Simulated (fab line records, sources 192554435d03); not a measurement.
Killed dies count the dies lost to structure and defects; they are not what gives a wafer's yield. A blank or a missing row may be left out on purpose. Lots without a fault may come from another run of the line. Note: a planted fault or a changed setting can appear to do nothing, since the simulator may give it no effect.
fab line records + flow n5-finfet + part 2 of 2: steps 6 to 6 of 6
[record]
- lots = 8
- wafers = 24
- last-day = 18
route steps=1938 shown HKMG_FIN@437 BEOL_M4@1111 PASSIVATION@1936
lots that met no fault: taken from a fault-free run of the same line
start-h: hours from the record's first day to the start of the lot's first wafer shown + wait-h: how many hours have passed since the lot's step before this one + " same as the row above + L1.1+2: one row covering several wafers at once + - either no value or no given start + * or withheld: withheld + < > ~ a bound
route shown NAME@n: names a module that has steps shown in the file, with the first one's number in the route + usual: mean and standard deviation over wafers with no fault + same: alike in all rows + chamber/n: place in a boat + sites: each site's reading + _std_site: standard deviation across them + _edge_site: outer sites' mean less inner sites' + radius-mm: how far each site lies from the wafer's centre + mask NAME#n: copy n + behind: tool/chamber where the wafer was last shaped + hold: the reason the lot was held/the length of the hold in hours/how it ended + device: whichever transistor did not switch (one of n, p or np) + end of line: the same wafers' tests at the end of the route + a step with no rows: only its recipe + killed: dies that structure and defects cost at the first sort, which is not the same as the wafer's yield + map: shows each die of a wafer: x if killed, . if not, _ if none is there
set.NAME: setting as actually run; set.NAME@STEP: the setting as run at that earlier step + model.NAME: the simulator's own value behind a step, which no gauge read
one table for each step of the route and one row for each wafer, over a sample of lots
services: from which hour (start-h, from the record's first day; less than 0 if before it) a tool's chamber was out of use, for how many hours, and why
[[steps]]
[step N5_PASSIVATION_PROBE_49]
[usual]
- defect-limited-yield = 91.7/1.5
- killed_at_M0_to_M3 = 30/8.6
- killed_at_M4_up = 12/4.5
- killed-at-contacts = 13/5.8
- killed-at-front-end = 38/11
- killed-at-other = 4/3
- killed-dies = 97/17
- killed-on-rim = 13/3.6
- killed-open = 63/12
- killed-short = 32/8.8
- sort_bin_4_leakage = 0/0
- sort_bin_5_function = 4.8/0.91
- sort_bin_6_memory = 3.1/0.68
- sort_bin_8_speed = 0/0
- sort-n-pass = 1083/17
- sort-yield-pct = 91.7/1.5
[same]
- gross-dies = 1180
- killed-at-back-side = 0
| lot.wafer | tool      | chamber | start-h | wait-h | defect-limited-yield[%] | killed_at_M0_to_M3 | killed_at_M4_up | killed-at-contacts | killed-at-front-end | killed-at-other | killed-dies | killed-on-rim | killed-open | killed-short | sort_bin_4_leakage[%] | sort_bin_5_function[%] | sort_bin_6_memory[%] | sort_bin_8_speed[%] | sort-n-pass | sort-yield-pct[%] |
|-----------|-----------|---------|---------|--------|-------------------------|--------------------|-----------------|--------------------|---------------------|-----------------|-------------|---------------|-------------|--------------|-----------------------|------------------------|----------------------|---------------------|-------------|-------------------|
| L743.1    | prober-02 | -       | 292.78  | 0.0    | 92.7                    | 33                 | 8               | 21                 | 20                  | 4               | 86          | 9             | 57          | 29           | 0                     | 4.2                    | 2.8                  | 0                   | 1094        | 92.7              |
| L743.3    | prober-02 | -       | 292.88  | 0.1    | 92.7                    | 35                 | 4               | 14                 | 25                  | 8               | 86          | 6             | 64          | 21           | 0                     | 4.5                    | 2.7                  | 0                   | 1094        | 92.7              |
| L743.6    | prober-02 | -       | 293.03  | 0.3    | 91.8                    | 41                 | 12              | 18                 | 17                  | 9               | 97          | 12            | 63          | 32           | 0                     | 4.1                    | 3.7                  | 0                   | 1083        | 91.8              |
| L747.1    | prober-01 | -       | 298.25  | 0.0    | 92.0                    | 30                 | 6               | 8                  | 46                  | 4               | 94          | 14            | 61          | 28           | 0                     | 4.5                    | 3.3                  | 0                   | 1086        | 92.0              |
| L747.4    | prober-01 | -       | 298.40  | 0.2    | 92.2                    | 26                 | 11              | 13                 | 38                  | 4               | 92          | 13            | 60          | 31           | 0                     | 4.6                    | 2.7                  | 0                   | 1088        | 92.2              |
| L747.6    | prober-01 | -       | 298.50  | 0.3    | 92.3                    | 29                 | 7               | 10                 | 36                  | 9               | 91          | 12            | 55          | 29           | 0                     | 4.7                    | 2.0                  | 0                   | 1089        | 92.3              |
| L746.1    | prober-02 | -       | 305.99  | 0.2    | 89.2                    | 38                 | 11              | 24                 | 52                  | 2               | 127         | 18            | 84          | 41           | 0                     | 7.1                    | 3.5                  | 0                   | 1053        | 89.2              |
| L746.4    | prober-02 | -       | 306.14  | 0.3    | 92.3                    | 23                 | 12              | 13                 | 41                  | 2               | 91          | 15            | 47          | 38           | 0                     | 4.7                    | 2.8                  | 0                   | 1089        | 92.3              |
| L746.5    | prober-02 | -       | 306.19  | 0.4    | 90.3                    | 28                 | 15              | 9                  | 58                  | 5               | 115         | 8             | 67          | 43           | 0                     | 5.7                    | 3.6                  | 0                   | 1065        | 90.3              |
| L748.1    | prober-02 | -       | 310.06  | 0.0    | 92.7                    | 9                  | 5               | 30                 | 39                  | 3               | 86          | 8             | 58          | 27           | 0                     | 4.7                    | 2.4                  | 0                   | 1094        | 92.7              |
| L748.3    | prober-02 | -       | 310.16  | 0.1    | 92.5                    | 25                 | 3               | 17                 | 43                  | 0               | 88          | 17            | 57          | 29           | 0                     | 4.7                    | 2.5                  | 0                   | 1092        | 92.5              |
| L748.5    | prober-02 | -       | 310.26  | 0.2    | 93.6                    | 17                 | 7               | 12                 | 40                  | 0               | 76          | 15            | 37          | 37           | 0                     | 3.7                    | 2.2                  | 0                   | 1104        | 93.6              |
| L754.1    | prober-02 | -       | 349.39  | 0.0    | 90.9                    | 34                 | 11              | 9                  | 41                  | 12              | 107         | 14            | 73          | 32           | 0                     | 4.3                    | 4.2                  | 0                   | 1073        | 90.9              |
| L754.2    | prober-02 | -       | 349.44  | 0.1    | 91.9                    | 31                 | 10              | 9                  | 43                  | 3               | 96          | 15            | 51          | 41           | 0                     | 5.3                    | 2.5                  | 0                   | 1084        | 91.9              |
| L754.3    | prober-02 | -       | 349.49  | 0.1    | 89.6                    | 35                 | 24              | 15                 | 48                  | 1               | 123         | 17            | 80          | 42           | 0                     | 6.0                    | 3.8                  | 0                   | 1057        | 89.6              |
| L755.1    | prober-02 | -       | 363.43  | 0.0    | 95.3                    | 22                 | 10              | 10                 | 12                  | 2               | 56          | 10            | 40          | 16           | 0                     | 2.5                    | 2.1                  | 0                   | 1124        | 95.3              |
| L755.2    | prober-02 | -       | 363.48  | 0.1    | 94.7                    | 28                 | 8               | 2                  | 24                  | 1               | 63          | 12            | 39          | 21           | 0                     | 3.6                    | 1.6                  | 0                   | 1117        | 94.7              |
| L755.6    | prober-02 | -       | 363.68  | 0.3    | 94.5                    | 15                 | 6               | 16                 | 26                  | 2               | 65          | 7             | 49          | 15           | 0                     | 3.2                    | 1.9                  | 0                   | 1115        | 94.5              |
| L762.1    | prober-01 | -       | 399.18  | 0.0    | 93.2                    | 34                 | 10              | 6                  | 30                  | 0               | 80          | 7             | 64          | 15           | 0.93                  | 4.2                    | 2.5                  | 92.29               | 0           | 0                 |
| L762.3    | prober-01 | -       | 399.28  | 0.1    | 93.6                    | 27                 | 8               | 9                  | 31                  | 1               | 76          | 16            | 47          | 27           | 0                     | 3.9                    | 2.3                  | 0                   | 1104        | 93.6              |
| L762.4    | prober-01 | -       | 399.33  | 0.2    | 93.6                    | 20                 | 17              | 21                 | 16                  | 2               | 76          | 5             | 49          | 24           | 0                     | 3.7                    | 2.6                  | 0                   | 1104        | 93.6              |
| L765.2    | prober-02 | -       | 421.86  | 0.1    | 92.8                    | 31                 | 9               | 11                 | 32                  | 2               | 85          | 11            | 52          | 29           | 0                     | 4.4                    | 2.4                  | 0                   | 1095        | 92.8              |
| L765.3    | prober-02 | -       | 421.91  | 0.1    | 92.0                    | 22                 | 14              | 20                 | 38                  | 0               | 94          | 15            | 72          | 20           | 0                     | 4.9                    | 3.1                  | 0                   | 1086        | 92.0              |
| L765.4    | prober-02 | -       | 421.96  | 0.2    | 91.3                    | 32                 | 13              | 17                 | 41                  | 0               | 103         | 18            | 67          | 30           | 0                     | 4.3                    | 4.2                  | 0                   | 1077        | 91.3              |
// killed by level:class
L743.1 MOL_CONTACT_COAG:geometric-particle:open=16 BEOL_M3:geometric-particle:open=9 FIN_SAQP:geometric-particle:short=7 BEOL_M1:geometric-particle:open=7 MOL_CONTACT_COAG:geometric-particle:short=5 BEOL_M0:geometric-particle:open=5 BEOL_M4:geometric-particle:open=4 STI_FIN_REVEAL:geometric-particle:open=3
L743.3 MOL_CONTACT_COAG:geometric-particle:open=13 FIN_SAQP:geometric-particle:open=9 BEOL_M0_SAQP:geometric-particle:open=9 BEOL_M3:geometric-particle:open=8 DUMMY_GATE:geometric-particle:open=5 BEOL_M0_SAQP:geometric-particle:short=5 BEOL_M0:geometric-particle:open=5 BEOL_M2:geometric-particle:open=5
L743.6 MOL_CONTACT_COAG:geometric-particle:open=15 BEOL_M2:geometric-particle:open=11 BEOL_M0_SAQP:geometric-particle:open=8 BEOL_M0_SAQP:geometric-particle:short=7 BEOL_M4:geometric-particle:open=5 BEOL_M2:geometric-particle:short=4 BEOL_M3:geometric-particle:open=4 PASS1_CAP:geometric-particle:short=4
L747.1 STI_FIN_REVEAL:geometric-particle:open=11 BEOL_M1:geometric-particle:open=10 FIN_SAQP:geometric-particle:short=9 FIN_SAQP:geometric-particle:open=8 DUMMY_GATE:geometric-particle:open=6 MOL_CONTACT_COAG:geometric-particle:open=5 BEOL_M0_SAQP:geometric-particle:open=4 SD_EPI_P:coat-microbubble-printed=4
L747.4 MOL_CONTACT_COAG:geometric-particle:open=9 FIN_SAQP:geometric-particle:open=8 BEOL_M0_SAQP:geometric-particle:open=7 BEOL_M1:geometric-particle:open=7 BEOL_M0_SAQP:geometric-particle:short=6 STARTING-WAFER:geometric-particle:short=6 FIN_SAQP:geometric-particle:short=5 STI_FIN_REVEAL:geometric-particle:open=5
L747.6 BEOL_M0_SAQP:geometric-particle:open=10 MOL_CONTACT_COAG:geometric-particle:open=9 BEOL_M0_SAQP:geometric-particle:short=6 STI_FIN_REVEAL:geometric-particle:open=5 GATE_CUT:geometric-particle:short=5 GATE_CUT:geometric-particle:open=5 BEOL_M1:geometric-particle:open=5 BEOL_M8:geometric-particle:open=5
L746.1 FIN_SAQP:geometric-particle:short=22 MOL_CONTACT_COAG:geometric-particle:open=18 BEOL_M0_SAQP:geometric-particle:open=16 FIN_SAQP:geometric-particle:open=11 MOL_CONTACT_COAG:geometric-particle:short=6 BEOL_M1:geometric-particle:open=5 BEOL_M0_SAQP:geometric-particle:short=5 BEOL_M2:geometric-particle:open=5
L746.4 FIN_SAQP:geometric-particle:short=9 MOL_CONTACT_COAG:geometric-particle:open=9 BEOL_M0_SAQP:geometric-particle:short=7 FIN_SAQP:geometric-particle:open=5 BEOL_M2:geometric-particle:open=5 BEOL_M3:geometric-particle:short=5 FIN_CUT:geometric-particle:short=4 MOL_CONTACT_COAG:geometric-particle:short=4
L746.5 FIN_SAQP:geometric-particle:short=19 BEOL_M0_SAQP:geometric-particle:short=9 FIN_SAQP:geometric-particle:open=8 BEOL_M3:geometric-particle:open=8 MOL_CONTACT_COAG:geometric-particle:open=7 BEOL_M0_SAQP:geometric-particle:open=7 BEOL_M4:geometric-particle:open=7 STI_FIN_REVEAL:geometric-particle:open=5
L748.1 MOL_CONTACT_COAG:geometric-particle:open=23 FIN_SAQP:geometric-particle:short=8 MOL_CONTACT_COAG:geometric-particle:short=7 STI_FIN_REVEAL:geometric-particle:open=6 GATE_CUT:geometric-particle:open=5 GATE_CUT:geometric-particle:short=5 FIN_SAQP:geometric-particle:open=3 DUMMY_GATE:geometric-particle:open=3
L748.3 MOL_CONTACT_COAG:geometric-particle:open=12 BEOL_M0_SAQP:geometric-particle:open=11 STI_FIN_REVEAL:geometric-particle:open=7 FIN_SAQP:geometric-particle:short=6 MOL_CONTACT_COAG:geometric-particle:short=5 BEOL_M0_SAQP:geometric-particle:short=5 ILD0:geometric-particle:open=4 GATE_CUT:geometric-particle:short=4
L748.5 FIN_SAQP:geometric-particle:short=14 MOL_CONTACT_COAG:geometric-particle:open=10 GATE_CUT:geometric-particle:short=8 BEOL_M1:geometric-particle:open=5 GATE_CUT:geometric-particle:open=3 BEOL_M0_SAQP:geometric-particle:short=3 BEOL_M0_SAQP:geometric-particle:open=3 STARTING-WAFER:geometric-particle:short=3
L754.1 BEOL_M0_SAQP:geometric-particle:open=9 FIN_SAQP:geometric-particle:short=8 DUMMY_GATE:geometric-particle:open=8 MOL_CONTACT_COAG:geometric-particle:open=8 BEOL_M0_SAQP:geometric-particle:short=8 PAD_METAL:geometric-particle:open=7 BEOL_M1:geometric-particle:open=6 FIN_SAQP:geometric-particle:open=5
L754.2 BEOL_M3:geometric-particle:short=10 GATE_CUT:geometric-particle:short=8 STI_FIN_REVEAL:geometric-particle:open=7 MOL_CONTACT_COAG:geometric-particle:open=7 STARTING-WAFER:geometric-particle:short=7 BEOL_M2:geometric-particle:open=6 BEOL_M3:geometric-particle:open=6 BEOL_M0_SAQP:geometric-particle:open=5
L754.3 BEOL_M1:geometric-particle:open=14 MOL_CONTACT_COAG:geometric-particle:open=11 BEOL_M4:geometric-particle:open=10 FIN_SAQP:geometric-particle:short=9 DUMMY_GATE:geometric-particle:open=8 GATE_CUT:geometric-particle:short=7 BEOL_M0_SAQP:geometric-particle:open=7 GATE_CUT:geometric-particle:open=6
L755.1 BEOL_M3:geometric-particle:open=9 MOL_CONTACT_COAG:geometric-particle:open=8 GATE_CUT:geometric-particle:short=5 BEOL_M6:geometric-particle:open=5 BEOL_M0_SAQP:geometric-particle:short=4 BEOL_M1:geometric-particle:open=4 BEOL_M0_SAQP:geometric-particle:open=3 BEOL_M5:geometric-particle:open=3
L755.2 BEOL_M0_SAQP:geometric-particle:short=8 STI_FIN_REVEAL:geometric-particle:open=5 BEOL_M3:geometric-particle:open=5 FIN_SAQP:geometric-particle:open=4 BEOL_M1:geometric-particle:open=4 BEOL_M6:geometric-particle:open=4 BEOL_M1:geometric-particle:short=3 STARTING-WAFER:geometric-particle:open=3
L755.6 MOL_CONTACT_COAG:geometric-particle:open=13 FIN_SAQP:geometric-particle:open=5 STI_FIN_REVEAL:geometric-particle:open=5 BEOL_M1:geometric-particle:open=4 STARTING-WAFER:geometric-particle:open=4 MOL_CONTACT_COAG:geometric-particle:short=3 BEOL_M0_SAQP:geometric-particle:open=3 STARTING-WAFER:geometric-particle:short=3
L762.1 BEOL_M0_SAQP:geometric-particle:open=14 STI_FIN_REVEAL:geometric-particle:open=12 BEOL_M2:geometric-particle:open=10 MOL_CONTACT_COAG:geometric-particle:open=5 DUMMY_GATE:geometric-particle:open=5 BEOL_M4:geometric-particle:open=5 GATE_CUT:geometric-particle:open=3 BEOL_M0_SAQP:geometric-particle:short=3
L762.3 BEOL_M0_SAQP:geometric-particle:short=11 MOL_CONTACT_COAG:geometric-particle:open=8 BEOL_M4:geometric-particle:open=7 BEOL_M0_SAQP:geometric-particle:open=6 FIN_SAQP:geometric-particle:short=4 STI_FIN_REVEAL:geometric-particle:open=4 STI_FIN_REVEAL:geometric-particle:short=4 DUMMY_GATE:geometric-particle:open=4
L762.4 MOL_CONTACT_COAG:geometric-particle:open=15 MOL_CONTACT_COAG:geometric-particle:short=6 BEOL_M0_SAQP:geometric-particle:open=6 BEOL_M2:geometric-particle:open=6 BEOL_M4:geometric-particle:open=6 STI_FIN_REVEAL:geometric-particle:open=4 BEOL_M0_SAQP:geometric-particle:short=4 BEOL_M8:geometric-particle:open=4
L765.2 BEOL_M0_SAQP:geometric-particle:short=11 BEOL_M2:geometric-particle:open=8 MOL_CONTACT_COAG:geometric-particle:open=7 STI_FIN_REVEAL:geometric-particle:open=5 BEOL_M0_SAQP:geometric-particle:open=5 MOL_CONTACT_COAG:geometric-particle:short=4 GATE_CUT:geometric-particle:open=4 BEOL_M4:geometric-particle:open=4
L765.3 MOL_CONTACT_COAG:geometric-particle:open=17 STI_FIN_REVEAL:geometric-particle:open=13 DUMMY_GATE:geometric-particle:open=12 BEOL_M0_SAQP:geometric-particle:short=7 BEOL_M1:geometric-particle:open=6 BEOL_M0_SAQP:geometric-particle:open=5 BEOL_M4:geometric-particle:open=4 FIN_SAQP:geometric-particle:short=3
L765.4 MOL_CONTACT_COAG:geometric-particle:open=14 STI_FIN_REVEAL:geometric-particle:open=8 FIN_SAQP:geometric-particle:short=7 BEOL_M0_SAQP:geometric-particle:short=7 FIN_SAQP:geometric-particle:open=6 BEOL_M1:geometric-particle:open=6 BEOL_M3:geometric-particle:open=5 BEOL_M0_SAQP:geometric-particle:open=4
[[services]]
| tool         | chamber | start-h | hours | kind                          |
|--------------|---------|---------|-------|-------------------------------|
| ald-metal-02 | 1       | 65.66   | 4.9   | repair                        |
| rie-diel-06  | 0       | 71.63   | 6.5   | repair                        |
| rie-diel-02  | -       | 77.79   | 0.1   | repair                        |
| rie-diel-02  | -       | 80.40   | 2.8   | pm                            |
| rie-diel-05  | 3       | 85.44   | 2.8   | repair                        |
| ald-metal-01 | 1       | 86.22   | 26.2  | repair                        |
| ald-metal-02 | -       | 95.23   | 1.3   | repair                        |
| rie-diel-05  | 0       | 97.85   | -     | clean                         |
| rie-diel-05  | 0       | 97.85   | -     | consumable-replace:focus-ring |
| rie-diel-05  | 0       | 97.85   | 20.0  | scheduled-down                |
| rie-diel-05  | 0       | 97.85   | 20.0  | vent-cycle                    |
| rie-diel-06  | 1       | 99.50   | 6.9   | repair                        |
| rie-diel-05  | 2       | 118.45  | -     | clean                         |
| rie-diel-05  | 2       | 118.45  | -     | consumable-replace:focus-ring |
| rie-diel-05  | 2       | 118.45  | -     | consumable-replace:showerhead |
| rie-diel-05  | 2       | 118.45  | 17.9  | scheduled-down                |
| rie-diel-05  | 2       | 118.45  | 17.9  | vent-cycle                    |
| ald-metal-01 | -       | 143.31  | 0.9   | repair                        |
| rie-diel-06  | 1       | 170.03  | -     | clean                         |
| ald-metal-01 | -       | 184.87  | 0.9   | repair                        |
| rie-diel-06  | 0       | 200.31  | 15.8  | repair                        |
| ald-metal-04 | 2       | 201.60  | 33.2  | repair                        |
| rie-diel-02  | 3       | 221.54  | -     | clean                         |
| rie-diel-02  | 3       | 221.54  | -     | consumable-replace:focus-ring |
[[key]]
[first-sign]
- step = N5_HKMG_FIN_NWFM_ALD_20
- reading = ald-cycles
- direction = down
- sigmas = 99+
- usual = *
- struck = *
[effect]
- step = N5_BEOL_M4_RC_MEAS_101
- reading = VT_N_LONG
- direction = up
- sigmas = 31
- usual = 275.0
- struck = 326.8
[effect]
- step = N5_BEOL_M4_RC_MEAS_101
- reading = VT_N_LVT
- direction = up
- sigmas = 18
- usual = 98.6
- struck = 144.6
[effect]
- step = N5_BEOL_M4_RC_MEAS_101
- reading = IOFF_N_LONG
- direction = down
- sigmas = 16
- usual = 5.51e-05
- struck = 2.34e-05
[effect]
- step = N5_BEOL_M4_RC_MEAS_101
- reading = VT_N
- direction = up
- sigmas = 14
- usual = 250.0
- struck = 291.7
[effect]
- step = N5_BEOL_M4_RC_MEAS_101
- reading = ION_N
- direction = down
- sigmas = 11
- usual = 672
- struck = 573
[effect]
- step = N5_BEOL_M4_RC_MEAS_101
- reading = IOFF_P_LIN
- direction = up
- sigmas = 7.6
- usual = 0.096
- struck = 0.180
[effect]
- step = N5_BEOL_M4_RC_MEAS_101
- reading = IOFF_P
- direction = up
- sigmas = 7.5
- usual = 0.201
- struck = 0.415
[effect]
- step = N5_BEOL_M4_RC_MEAS_101
- reading = IOFF_P_85C
- direction = up
- sigmas = 7
- usual = 3.5
- struck = 6.5
[effect]
- step = N5_BEOL_M4_RC_MEAS_101
- reading = IOFF_N_LIN
- direction = down
- sigmas = 6.2
- usual = 0.072
- struck = 0.016
[effect]
- step = N5_BEOL_M4_RC_MEAS_101
- reading = VT_P_LONG
- direction = up
- sigmas = 6.1
- usual = -276.5
- struck = -258.4
[effect]
- step = N5_BEOL_M4_RC_MEAS_101
- reading = VT_P_LVT
- direction = up
- sigmas = 6
- usual = -99.6
- struck = -85.8
[effect]
- step = N5_BEOL_M4_RC_MEAS_101
- reading = IOFF_P_LONG
- direction = up
- sigmas = 5.9
- usual = 0.000103
- struck = 0.000147
[effect]
- step = N5_PASSIVATION_PROBE_49
- reading = sort_bin_8_speed
- direction = up
- sigmas = 99+
- usual = 0
- struck = 92.29
met-at N5_HKMG_FIN_NWFM_ALD_20
struck-lots L762
struck-wafers L762.1
not-acting-at N5_HKMG_FIN_STRIP_34,N5_HKMG_FIN_STRIP_90,N5_HKMG_FIN_ALD_21
onset-between 153.08 197.55
[fault]
- kind = process-parameter-drift
- tool = ald-metal-01
- chamber = -
- onset-h = 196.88
- steps = N5_HKMG_FIN_NWFM_ALD_20
- channel = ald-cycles
- offset = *
- shape = step
- end-h = 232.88
- scope = struck-wafers-only
- acts-in = *
- stated = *
